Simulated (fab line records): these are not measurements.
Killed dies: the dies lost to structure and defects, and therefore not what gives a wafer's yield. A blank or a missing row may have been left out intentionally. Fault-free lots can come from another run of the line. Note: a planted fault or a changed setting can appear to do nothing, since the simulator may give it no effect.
Chamber matching || flow n5 finfet || N5_SPACER0_ALD_07 on ald sin-01 has 4 sister chambers
The step deposits SiNx, target thk 2 nm. 4 wafers are shown with their chamber, then 12 later ones without.

== WAFERS WITH THEIR CHAMBER ==
{"wafer": "L085.6", "chamber": 0, "heater power outer w (W)": 457}
{"wafer": "L086.4", "chamber": 1, "heater power outer w (W)": 550}
{"wafer": "L086.5", "chamber": 3, "heater power outer w (W)": 465}
{"wafer": "L086.6", "chamber": 2, "heater power outer w (W)": 429}

== WAFERS WITH NO CHAMBER GIVEN ==
{"wafer": "L092.3", "heater power outer w (W)": 461}
{"wafer": "L092.4", "heater power outer w (W)": 426}
{"wafer": "L092.5", "heater power outer w (W)": 429}
{"wafer": "L095.1", "heater power outer w (W)": 465}
{"wafer": "L095.3", "heater power outer w (W)": 431}
{"wafer": "L095.4", "heater power outer w (W)": 460}
{"wafer": "L096.2", "heater power outer w (W)": 534}
{"wafer": "L096.3", "heater power outer w (W)": 475}
{"wafer": "L096.6", "heater power outer w (W)": 454}
{"wafer": "L097.3", "heater power outer w (W)": 452}
{"wafer": "L097.5", "heater power outer w (W)": 429}
{"wafer": "L097.6", "heater power outer w (W)": 551}

== CHAMBER TAKEN BY EACH ==
{"wafer": "L092.3", "from the rows above": "can't be placed: 0 or 3", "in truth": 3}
{"wafer": "L092.4", "from the rows above": 2, "in truth": 2}
{"wafer": "L092.5", "from the rows above": 2, "in truth": 2}
{"wafer": "L095.1", "from the rows above": "can't be placed: 3 or 0", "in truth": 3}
{"wafer": "L095.3", "from the rows above": 2, "in truth": 2}
{"wafer": "L095.4", "from the rows above": "can't be placed: 0 or 3", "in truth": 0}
{"wafer": "L096.2", "from the rows above": 1, "in truth": 1}
{"wafer": "L096.3", "from the rows above": "can't be placed: 3 or 0", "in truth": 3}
{"wafer": "L096.6", "from the rows above": "can't be placed: 0 or 3", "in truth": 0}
{"wafer": "L097.3", "from the rows above": "can't be placed: 0 or 3", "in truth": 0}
{"wafer": "L097.5", "from the rows above": 2, "in truth": 2}
{"wafer": "L097.6", "from the rows above": 1, "in truth": 1}
Placed correctly: 6 of 12. From these rows, 6 cannot be placed; in 6 the true chamber is one of the candidates. 0 placed wrongly.
How it was worked out, from the rows above alone: a wafer's distance from a chamber is the root of the sum, over the readings, of the square of ((its reading less the chamber's mean) divided by the reading's scatter). If the next closest chamber is less than 2 further off than the closest, the wafer can't be placed; otherwise it belongs to the closest. A chamber's mean is the mean of its shown wafers. The scatter (one wafer shown for each chamber): square how far every hidden wafer sits from the nearest shown wafer, average those squares and take the square root.
